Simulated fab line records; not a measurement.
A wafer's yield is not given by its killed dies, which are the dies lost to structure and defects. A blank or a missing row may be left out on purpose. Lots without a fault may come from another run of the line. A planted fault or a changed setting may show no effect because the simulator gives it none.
What tool caused it? :: flow nandHarc :: 36 wafers from 12 lots sampled at 3 of the route's 1302 steps

WHAT THE GAUGES READ, wafer by wafer
NHARC_A_BLC_OVL_MEAS_11.
lot: L298
measured: day 23 04:52
on: overlay-02
overlayXNm (nm): 1.1 1.6 1.6
overlayYNm (nm): 0.3 -0.2 0.0

lot: L300
measured: day 23 09:29
on: overlay-01
overlayXNm (nm): -0.5 -0.4 0.1
overlayYNm (nm): 1.4 1.1 1.2

lot: L299
measured: day 23 14:54
on: overlay-02
overlayXNm (nm): -1.0 -0.8 -1.4
overlayYNm (nm): 1.2 1.5 1.5

lot: L302
measured: day 24 18:04
on: overlay-01
overlayXNm (nm): -1.1 -1.1 -1.3
overlayYNm (nm): 0.1 -0.3 -0.2

lot: L303
measured: day 25 13:08
on: overlay-01
overlayXNm (nm): -0.9 -0.8 -0.8
overlayYNm (nm): -0.9 -0.9 -1.4

lot: L306
measured: day 25 15:52
on: overlay-02
overlayXNm (nm): -1.1 -1.2 -1.4
overlayYNm (nm): -0.7 -0.7 -0.4

lot: L305
measured: day 25 18:10
on: overlay-02
overlayXNm (nm): -1.8 -2.0 -1.3
overlayYNm (nm): -0.1 0.7 0.1

lot: L310
measured: day 26 21:35
on: overlay-02
overlayXNm (nm): -0.6 -1.3 -1.4
overlayYNm (nm): -0.8 -0.3 -0.5

lot: L307
measured: day 27 02:29
on: overlay-01
overlayXNm (nm): -0.6 -0.7 -0.3
overlayYNm (nm): -1.4 -1.8 -1.2

lot: L308
measured: day 27 09:04
on: overlay-01
overlayXNm (nm): 0.0 0.4 -0.6
overlayYNm (nm): -0.2 0.0 -0.1

lot: L320
measured: day 32 05:43
on: overlay-02
overlayXNm (nm): 0.3 0.0 0.4
overlayYNm (nm): 0.8 0.8 1.2

lot: L321
measured: day 32 19:47
on: overlay-02
overlayXNm (nm): 0.1 0.5 -0.1
overlayYNm (nm): 0.1 0.0 -0.4

WHICH TOOL RAN EACH LOT (tool, then ch and the chambers of the sampled wafers, then the start)
lot: L298
NHARC_A_CONTACT_ETCH_138: harCapEtch-03 ch 0,1, day 23 00:46
NHARC_A_CONTACT_CVD_19: cvdW-01 ch 0,1, day 23 04:52 or earlier

lot: L300
NHARC_A_CONTACT_ETCH_138: harCapEtch-02 ch 0,1, day 23 05:25
NHARC_A_CONTACT_CVD_19: cvdW-01 ch 0,1, day 23 09:29 or earlier

lot: L299
NHARC_A_CONTACT_ETCH_138: harCapEtch-03 ch 0,1, day 23 09:49
NHARC_A_CONTACT_CVD_19: cvdW-02 ch 0,1, day 23 14:54 or earlier

lot: L302
NHARC_A_CONTACT_ETCH_138: harCapEtch-03 ch 0,1, day 24 14:07
NHARC_A_CONTACT_CVD_19: cvdW-02 ch 0,1, day 24 18:04 or earlier

lot: L303
NHARC_A_CONTACT_ETCH_138: harCapEtch-02 ch 0,1, day 25 08:59
NHARC_A_CONTACT_CVD_19: cvdW-02 ch 0,1, day 25 13:08 or earlier

lot: L306
NHARC_A_CONTACT_ETCH_138: harCapEtch-01 ch 0,1, day 25 11:42
NHARC_A_CONTACT_CVD_19: cvdW-02 ch 0,1, day 25 15:52 or earlier

lot: L305
NHARC_A_CONTACT_ETCH_138: harCapEtch-02 ch 0,1, day 25 14:10
NHARC_A_CONTACT_CVD_19: cvdW-01 ch 0,1, day 25 18:10 or earlier

lot: L310
NHARC_A_CONTACT_ETCH_138: harCapEtch-02 ch 0,1, day 26 17:33
NHARC_A_CONTACT_CVD_19: cvdW-02 ch 0,1, day 26 21:35 or earlier

lot: L307
NHARC_A_CONTACT_ETCH_138: harCapEtch-02 ch 0, day 26 22:27
NHARC_A_CONTACT_CVD_19: cvdW-01 ch 0,1, day 27 02:29 or earlier

lot: L308
NHARC_A_CONTACT_ETCH_138: harCapEtch-01 ch 0,1, day 27 04:49
NHARC_A_CONTACT_CVD_19: cvdW-01 ch 0,1, day 27 09:04 or earlier

lot: L320
NHARC_A_CONTACT_ETCH_138: harCapEtch-01 ch 0,1, day 32 01:33
NHARC_A_CONTACT_CVD_19: cvdW-01 ch 0,1, day 32 05:43 or earlier

lot: L321
NHARC_A_CONTACT_ETCH_138: harCapEtch-01 ch 0,1, day 32 15:51
NHARC_A_CONTACT_CVD_19: cvdW-02 ch 0,1, day 32 19:47 or earlier
- NHARC_A_CONTACT_ETCH_138: etches the open film in C4F8/O2/Ar, time 311 s, target depth 1914 nm.
- NHARC_A_CONTACT_CVD_19: deposits W, target thk 300 nm, time 802 s.

WHAT THE TOOLS THEMSELVES READ (means of the sampled wafers that have a number; where no wafer has one, the mark that the record gives instead)
NHARC_A_CONTACT_ETCH_138.
lot: L298
tool: harCapEtch-03
chamberPressureMTorr (mTorr): 19.987

lot: L300
tool: harCapEtch-02
chamberPressureMTorr (mTorr): 19.991

lot: L299
tool: harCapEtch-03
chamberPressureMTorr (mTorr): 20.004

lot: L302
tool: harCapEtch-03
chamberPressureMTorr (mTorr): 20.018

lot: L303
tool: harCapEtch-02
chamberPressureMTorr (mTorr): 19.999

lot: L306
tool: harCapEtch-01
chamberPressureMTorr (mTorr): 20.002

lot: L305
tool: harCapEtch-02
chamberPressureMTorr (mTorr): 20.010

lot: L310
tool: harCapEtch-02
chamberPressureMTorr (mTorr): 19.984

lot: L307
tool: harCapEtch-02
chamberPressureMTorr (mTorr): 20.001

lot: L308
tool: harCapEtch-01
chamberPressureMTorr (mTorr): 19.999

lot: L320
tool: harCapEtch-01
chamberPressureMTorr (mTorr): 20.005

lot: L321
tool: harCapEtch-01
chamberPressureMTorr (mTorr): 20.014

NHARC_A_CONTACT_CVD_19.
lot: L298
tool: cvdW-01
chamberPressureTorr (Torr): 40.06
heaterPowerW (W): 414
throttleValvePct (%): 7.8

lot: L300
tool: cvdW-01
chamberPressureTorr (Torr): 40.02
heaterPowerW (W): 417
throttleValvePct (%): 7.9

lot: L299
tool: cvdW-02
chamberPressureTorr (Torr): 40.02
heaterPowerW (W): 499
throttleValvePct (%): 8.2

lot: L302
tool: cvdW-02
chamberPressureTorr (Torr): 40.09
heaterPowerW (W): 486
throttleValvePct (%): 8.2

lot: L303
tool: cvdW-02
chamberPressureTorr (Torr): 40.02
heaterPowerW (W): 501
throttleValvePct (%): 8.3

lot: L306
tool: cvdW-02
chamberPressureTorr (Torr): 40.07
heaterPowerW (W): 484
throttleValvePct (%): 8.2

lot: L305
tool: cvdW-01
chamberPressureTorr (Torr): 39.88
heaterPowerW (W): 416
throttleValvePct (%): 7.6

lot: L310
tool: cvdW-02
chamberPressureTorr (Torr): 40.03
heaterPowerW (W): 499
throttleValvePct (%): 8.2

lot: L307
tool: cvdW-01
chamberPressureTorr (Torr): 40.00
heaterPowerW (W): 419
throttleValvePct (%): 7.8

lot: L308
tool: cvdW-01
chamberPressureTorr (Torr): 40.08
heaterPowerW (W): 416
throttleValvePct (%): 7.7

lot: L320
tool: cvdW-01
chamberPressureTorr (Torr): 40.14
heaterPowerW (W): 427
throttleValvePct (%): 7.6

lot: L321
tool: cvdW-02
chamberPressureTorr (Torr): 39.99
heaterPowerW (W): 481
throttleValvePct (%): 8.3

THE ANSWER, worked out from the rows above alone
Rule: usual is defined by the lots themselves. The widest of any qualifying gaps counts: lots, ordered by their means at a reading, are off when they make up no more than a third of the lots, leave a main group of 4 or more, and stand apart from it by 3 or more times the standard deviation of that group's means. If all means in a main group match to the digits the tables above print for the reading, that group is not used. Also off: a lot with no number at a reading for which 4 or more lots have one. The other lots that the step has rows for count as sound. Order of review: gauges by route order, followed by the tools' own readings, for which a lot's mean as printed above is used. The first step at which some lot is off is used, and at that step the reading that is off furthest; a lot without a number counts as furthest.
Nothing can be told from this: no lot is off at any reading shown.

WHAT THE SIMULATOR HAD INSERTED
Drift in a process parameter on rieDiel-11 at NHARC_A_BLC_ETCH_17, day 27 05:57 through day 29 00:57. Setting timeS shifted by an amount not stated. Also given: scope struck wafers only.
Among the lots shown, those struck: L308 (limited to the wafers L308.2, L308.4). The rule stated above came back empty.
